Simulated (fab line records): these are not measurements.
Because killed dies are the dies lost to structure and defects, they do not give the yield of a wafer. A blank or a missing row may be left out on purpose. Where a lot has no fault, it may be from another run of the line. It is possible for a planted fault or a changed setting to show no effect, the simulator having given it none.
Chamber matching    flow n5-finfet    rie-diel-03 running N5_BEOL_M7_STRIP_36: 4 sister chambers
The step strips in N2/H2. 4 wafers are shown with their chamber, then 9 later ones without.

WAFERS PAIRED WITH THEIR CHAMBERS
wafer   chamber  showerhead-plenum-p-Torr (Torr)
L086.3  2        2.56
L089.1  3        2.70
L089.2  0        2.53
L089.4  1        2.39

WAFERS WITHOUT THEIR CHAMBER
wafer   showerhead-plenum-p-Torr (Torr)
L095.1  2.39
L095.2  2.52
L095.3  2.69
L095.4  2.52
L095.5  2.69
L095.6  2.39
L094.1  2.56
L094.2  2.39
L094.3  2.69

THE CHAMBER EACH PASSED THROUGH
wafer   from the rows above  in truth
L095.1  1                    1
L095.2  0                    0
L095.3  3                    3
L095.4  0                    0
L095.5  3                    3
L095.6  1                    1
L094.1  2                    2
L094.2  1                    1
L094.3  3                    3
Correctly placed: 9 of 9. From these rows, 0 cannot be placed. Number placed wrongly: 0.
How it was worked out, from the rows above alone: a wafer's distance from a chamber is the root of the sum, over the readings, of the square of ((its reading less the chamber's mean) divided by the reading's scatter). If the next closest chamber is less than 2 further off than the closest, the wafer can't be placed; otherwise it belongs to the closest. A chamber's mean is the mean of its shown wafers. The scatter (one wafer shown for each chamber): square how far every hidden wafer sits from the nearest shown wafer, average those squares and take the square root.
